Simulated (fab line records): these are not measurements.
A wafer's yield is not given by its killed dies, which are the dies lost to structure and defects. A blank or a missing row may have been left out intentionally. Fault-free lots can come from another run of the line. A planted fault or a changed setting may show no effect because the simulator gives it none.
Which of the tools did it? | flow n5_finfet | 27 wafers from 10 lots sampled at 5 of the route's 1938 steps

== WHAT THE GAUGES READ, wafer by wafer ==
N5_BEOL_M4_RC_MEAS_101. Usual: DIBL_N 35.3 mV/V, standard deviation 1.5; DIBL_P 35.3 mV/V, standard deviation 1.9; IOFF_N 0.145 nA/um, standard deviation 0.027; IOFF_P 0.20 nA/um, standard deviation 0.033; ION_N 670 uA/um, standard deviation 12; ION_P 462 uA/um, standard deviation 6.8; SS_N 71.3 mV/dec, standard deviation 0.6; SS_P 73.1 mV/dec, standard deviation 0.7; VT_N 251 mV, standard deviation 3.4; VT_P -251 mV, standard deviation 3.2.
lot  | measured     | on        | DIBL_N (mV/V)  | DIBL_P (mV/V)  | IOFF_N (nA/um)    | IOFF_P (nA/um) | ION_N (uA/um) | ION_P (uA/um) | SS_N (mV/dec)  | SS_P (mV/dec)  | VT_N (mV)   | VT_P (mV)      | flag
L308 | day 8 14:43  | prober-02 | 35.3 33.1 35.4 | 35.0 32.6 35.4 | 0.147 0.115 0.157 | 0.18 0.16 0.20 | 670 664 679   | 456 458 466   | 71.7 70.6 70.9 | 72.2 72.7 72.6 | 248 254 248 | -254 -252 -247 |
L310 | day 9 00:02  | prober-02 | 33.6 36.0 35.5 | 35.7 38.2 37.7 | 0.140 0.180 0.182 | 0.19 0.24 0.22 | 675 683 686   | 461 466 462   | 70.7 71.5 71.5 | 74.2 73.6 74.4 | 247 245 246 | -252 -249 -248 |
L312 | day 9 14:56  | prober-02 | 34.1 35.1 35.1 | 32.8 32.7 32.5 | 0.123 0.135 0.121 | 0.19 0.19 0.18 | 667 666 654   | 463 460 452   | 70.3 70.8 70.6 | 72.7 72.9 72.9 | 251 249 253 | -251 -251 -252 |
L315 | day 10 06:46 | prober-01 | 34.0 35.1      | 34.3 34.7      | 0.135 0.151       | 0.20 0.20      | 679 681       | 471 466       | 70.8 70.5      | 72.8 72.7      | 251 246     | -250 -247      |
L317 | day 11 00:35 | prober-01 | 32.1           | 31.7           | 0.108             | 0.17           | 662           | 460           | 70.5           | 71.9           | 254         | -250           |
L323 | day 12 12:25 | prober-02 | 35.0 36.7 34.3 | 34.5 36.2 33.6 | 0.126 0.153 0.119 | 0.17 0.20 0.17 | 671 669 670   | 461 456 464   | 71.3 71.5 71.0 | 73.3 73.5 72.6 | 254 251 254 | -251 -252 -255 |
L324 | day 12 13:41 | prober-01 | 33.4 37.6 37.0 | 31.0 36.8 36.0 | 0.119 0.200 0.192 | 0.16 0.24 0.23 | 656 695 694   | 459 468 466   | 70.7 72.2 71.7 | 72.1 73.1 73.6 | 255 247 245 | -252 -248 -247 |
L325 | day 13 03:14 | prober-01 | 35.8 34.0 37.7 | 35.4 33.6 37.9 | 0.139 0.103 0.166 | 0.19 0.17 0.23 | 667 641 659   | 461 449 453   | 71.4 71.2 71.9 | 72.9 73.1 73.5 | 256 257 251 | -252 -254 -252 |
L327 | day 13 14:29 | prober-01 | 35.4 35.7 33.4 | 36.6 36.8 34.4 | 0.162 0.163 0.128 | 0.20 0.20 0.16 | 679 680 675   | 462 464 462   | 71.3 70.8 69.8 | 73.0 73.5 72.7 | 248 248 250 | -253 -254 -256 |
L331 | day 13 23:03 | prober-01 | 36.4 35.1 34.8 | 36.2 34.7 33.9 | 0.156 0.147 0.126 | 0.21 0.19 0.17 | 663 675 657   | 459 458 457   | 71.5 70.4 70.7 | 73.0 72.8 72.9 | 250 249 252 | -249 -250 -255 |

== TOOL THAT RAN EACH LOT (tool first, then ch and the chambers of the sampled wafers, then the start) ==
lot  | N5_MOL_CONTACT_COAG_ETCH_110       | N5_MOL_CONTACT_COAG_PRE_CLEAN_141 | N5_MOL_CONTACT_COAG_SPUTTER_143 | N5_MOL_CONTACT_COAG_CO_FILL_22
L308 | rie_diel-05 ch 1,3, day 4 23:15    | pvd_sputter-01, day 5 03:43       | pvd_sputter-01, day 5 03:47     | cvd_co-02 ch 0,1, day 5 03:54
L310 | rie_diel-05 ch 0,3, day 5 05:43    | pvd_sputter-03, day 5 09:14       | pvd_sputter-03, day 5 09:18     | cvd_co-02 ch 0,1,2, day 5 09:25
L312 | rie_diel-05 ch 2,3, day 5 17:42    | pvd_sputter-01, day 5 19:10       | pvd_sputter-01, day 5 19:13     | cvd_co-01 ch 0,2, day 5 19:20
L315 | rie_diel-05 ch 1,2, day 6 12:14    | pvd_sputter-01, day 6 15:48       | pvd_sputter-01, day 6 15:52     | cvd_co-02 ch 0,2, day 6 16:20
L317 | rie_diel-05 ch 1, day 6 20:37      | pvd_sputter-02, day 6 23:32       | pvd_sputter-02, day 6 23:36     | cvd_co-02 ch 0, day 6 23:44
L323 | rie_diel-04 ch 0,1,3, day 8 08:53  | pvd_sputter-01, day 8 10:52       | pvd_sputter-01, day 8 10:55     | cvd_co-01 ch 1,2, day 8 11:02
L324 | rie_diel-04 ch 1,2, day 8 20:54    | pvd_sputter-03, day 9 00:31       | pvd_sputter-03, day 9 00:35     | cvd_co-02 ch 1, day 9 00:42
L325 | rie_diel-05 ch 0,1,2, day 9 00:55  | pvd_sputter-01, day 9 02:57       | pvd_sputter-01, day 9 03:01     | cvd_co-02 ch 0,1, day 9 03:08
L327 | rie_diel-05 ch 0,1, day 9 17:29    | pvd_sputter-03, day 9 20:42       | pvd_sputter-03, day 9 20:46     | cvd_co-01 ch 0,1,2, day 9 20:53
L331 | rie_diel-05 ch 0,1,3, day 10 12:07 | pvd_sputter-02, day 10 15:49      | pvd_sputter-02, day 10 15:52    | cvd_co-01 ch 1,2, day 10 16:00
- N5_MOL_CONTACT_COAG_ETCH_110: etches Si in CF4/O2, target depth 2.5 nm, time 8 s.
- N5_MOL_CONTACT_COAG_PRE_CLEAN_141: time 60 s.
- N5_MOL_CONTACT_COAG_SPUTTER_143: material Co, target thk 2.5 nm.
- N5_MOL_CONTACT_COAG_CO_FILL_22: material Co, precursor CCTBA/H2, target thk 20 nm.

== WHAT THE TOOLS THEMSELVES READ (means of the sampled wafers that have a number; where no wafer has one, the mark that the record gives instead) ==
N5_MOL_CONTACT_COAG_ETCH_110. Usual: drypump_motor_current_A 5.6 A, standard deviation 0.57; oes_product_au 0.82 a.u., standard deviation 0.074; rf_vpp_V 126.5 V, standard deviation 2.9; showerhead_plenum_p_Torr 2.21 Torr, standard deviation 0.077; throttle_valve_pct 10.72 %, standard deviation 0.21.
lot  | tool        | drypump_motor_current_A (A) | oes_product_au (a.u.) | rf_vpp_V (V) | showerhead_plenum_p_Torr (Torr) | throttle_valve_pct (%) | flag
L308 | rie_diel-05 | 5.1                         | 0.87                  | 123.4        | 2.18                            | 10.67                  |
L310 | rie_diel-05 | 4.9                         | 0.83                  | 125.2        | 2.17                            | 10.60                  |
L312 | rie_diel-05 | 5.1                         | 0.85                  | 127.2        | 2.20                            | 10.70                  |
L315 | rie_diel-05 | 6.0                         | 0.61                  | 126.9        | 2.21                            | 10.81                  |
L317 | rie_diel-05 | 5.9                         | 0.84                  | 123.2        | 2.18                            | 10.80                  |
L323 | rie_diel-04 | 6.2                         | 0.90                  | 125.5        | 2.35                            | 10.49                  |
L324 | rie_diel-04 | 6.0                         | 0.81                  | 129.5        | 2.29                            | 10.59                  |
L325 | rie_diel-05 | 5.7                         | 0.80                  | 126.6        | 2.18                            | 10.79                  |
L327 | rie_diel-05 | 5.6                         | 0.80                  | 123.9        | 2.16                            | 10.79                  |
L331 | rie_diel-05 | 5.3                         | 0.78                  | 123.3        | 2.16                            | 10.78                  |

N5_MOL_CONTACT_COAG_PRE_CLEAN_141. Usual: 453 W for heater_power_w, sd 52.
lot  | tool           | heater_power_w (W) | flag
L308 | pvd_sputter-01 | 493                |
L310 | pvd_sputter-03 | 423                |
L312 | pvd_sputter-01 | 483                |
L315 | pvd_sputter-01 | 428                |
L317 | pvd_sputter-02 | 434                |
L323 | pvd_sputter-01 | 485                |
L324 | pvd_sputter-03 | 426                |
L325 | pvd_sputter-01 | 456                |
L327 | pvd_sputter-03 | 416                |
L331 | pvd_sputter-02 | 463                |

N5_MOL_CONTACT_COAG_SPUTTER_143. Usual: 29.8 % for throttle_valve_pct, sd 1.
lot  | tool           | throttle_valve_pct (%) | flag
L308 | pvd_sputter-01 | 30.1                   |
L310 | pvd_sputter-03 | 30.2                   |
L312 | pvd_sputter-01 | 28.4                   |
L315 | pvd_sputter-01 | 28.6                   |
L317 | pvd_sputter-02 | 28.6                   |
L323 | pvd_sputter-01 | 30.1                   |
L324 | pvd_sputter-03 | 30.0                   |
L325 | pvd_sputter-01 | 29.3                   |
L327 | pvd_sputter-03 | 29.7                   |
L331 | pvd_sputter-02 | 30.1                   |

N5_MOL_CONTACT_COAG_CO_FILL_22. Usual: heater_power_outer_w 116 W, standard deviation 16; heater_power_w 219 W, standard deviation 25.
lot  | tool      | heater_power_outer_w (W) | heater_power_w (W) | flag
L308 | cvd_co-02 | 116                      | 214                |
L310 | cvd_co-02 | 113                      | 221                |
L312 | cvd_co-01 | 119                      | 220                |
L315 | cvd_co-02 | 120                      | 236                |
L317 | cvd_co-02 | 139                      | 256                |
L323 | cvd_co-01 | 125                      | 233                |
L324 | cvd_co-02 | 97                       | 183                |
L325 | cvd_co-02 | 126                      | 230                |
L327 | cvd_co-01 | 117                      | 220                |
L331 | cvd_co-01 | 124                      | 233                |

== THE ANSWER, worked out from the rows above alone ==
Rule: lot off if the mean of its wafers having a number is beyond 3 standard deviations from the usual mean. A lot without any number at a reading at which 4 lots or more have one is off too. All remaining lots with rows at the step are treated as sound. Order of review: gauges by route order, followed by the tools' own readings, for which a lot's mean as printed above is used. At the first step where some lot is off, the reading lying furthest off is the one used; lots without a number count as furthest.
Nothing can be told from this: no lot is off at any reading shown.

== WHAT THE SIMULATOR PUT IN ==
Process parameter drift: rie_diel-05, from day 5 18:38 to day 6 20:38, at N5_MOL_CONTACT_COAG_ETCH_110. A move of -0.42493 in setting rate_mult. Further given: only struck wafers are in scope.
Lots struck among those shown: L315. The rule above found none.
